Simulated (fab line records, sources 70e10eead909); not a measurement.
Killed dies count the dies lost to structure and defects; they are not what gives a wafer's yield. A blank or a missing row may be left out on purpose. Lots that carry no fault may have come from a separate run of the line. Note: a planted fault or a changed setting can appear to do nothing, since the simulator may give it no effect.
Chamber matching || flow nandHarc || NHARC_A_CHANNEL_HOLE_D1_DEP_01 on pecvd-02: 3 sister chambers
The step deposits SiON, target thk 140 nm. 3 wafers are shown with their chamber, then 9 later ones without.

## WAFERS WITH THEIR CHAMBER
{"wafer": "L084.4", "chamber": 1, "heaterPowerW (W)": 717}
{"wafer": "L086.3", "chamber": 0, "heaterPowerW (W)": 730}
{"wafer": "L086.4", "chamber": 2, "heaterPowerW (W)": 624}

## WAFERS WITHOUT THEIR CHAMBER
{"wafer": "L088.3", "heaterPowerW (W)": 689}
{"wafer": "L088.4", "heaterPowerW (W)": 661}
{"wafer": "L088.6", "heaterPowerW (W)": 756}
{"wafer": "L094.2", "heaterPowerW (W)": 714}
{"wafer": "L094.3", "heaterPowerW (W)": 693}
{"wafer": "L094.5", "heaterPowerW (W)": 731}
{"wafer": "L096.2", "heaterPowerW (W)": 722}
{"wafer": "L096.3", "heaterPowerW (W)": 800}
{"wafer": "L096.6", "heaterPowerW (W)": 735}

## EACH ONE'S CHAMBER
{"wafer": "L088.3", "from the rows above": "can't be placed: 1 or 0 or 2", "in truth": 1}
{"wafer": "L088.4", "from the rows above": "can't be placed: 2 or 1 or 0", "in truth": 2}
{"wafer": "L088.6", "from the rows above": "can't be placed: 0 or 1", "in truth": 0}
{"wafer": "L094.2", "from the rows above": "can't be placed: 1 or 0", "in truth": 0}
{"wafer": "L094.3", "from the rows above": "can't be placed: 1 or 0 or 2", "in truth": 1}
{"wafer": "L094.5", "from the rows above": "can't be placed: 0 or 1", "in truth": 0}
{"wafer": "L096.2", "from the rows above": "can't be placed: 1 or 0", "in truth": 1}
{"wafer": "L096.3", "from the rows above": "can't be placed: 0 or 1", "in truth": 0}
{"wafer": "L096.6", "from the rows above": "can't be placed: 0 or 1", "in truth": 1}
Placed correctly: 0 of 9. Not placeable from these rows: 9 (in 9, the candidates include the true chamber). 0 placed wrongly.
How it was worked out, from the rows above alone: a wafer's distance from a chamber is the root of the sum, over the readings, of the square of ((its reading less the chamber's mean) divided by the reading's scatter). If the next closest chamber is less than 2 further off than the closest, the wafer can't be placed; otherwise it belongs to the closest. For every chamber, the mean is computed from those of its wafers that are shown. The scatter: with one shown wafer a chamber, the root of the mean of the squares of how far each hidden wafer lies from its nearest shown one.
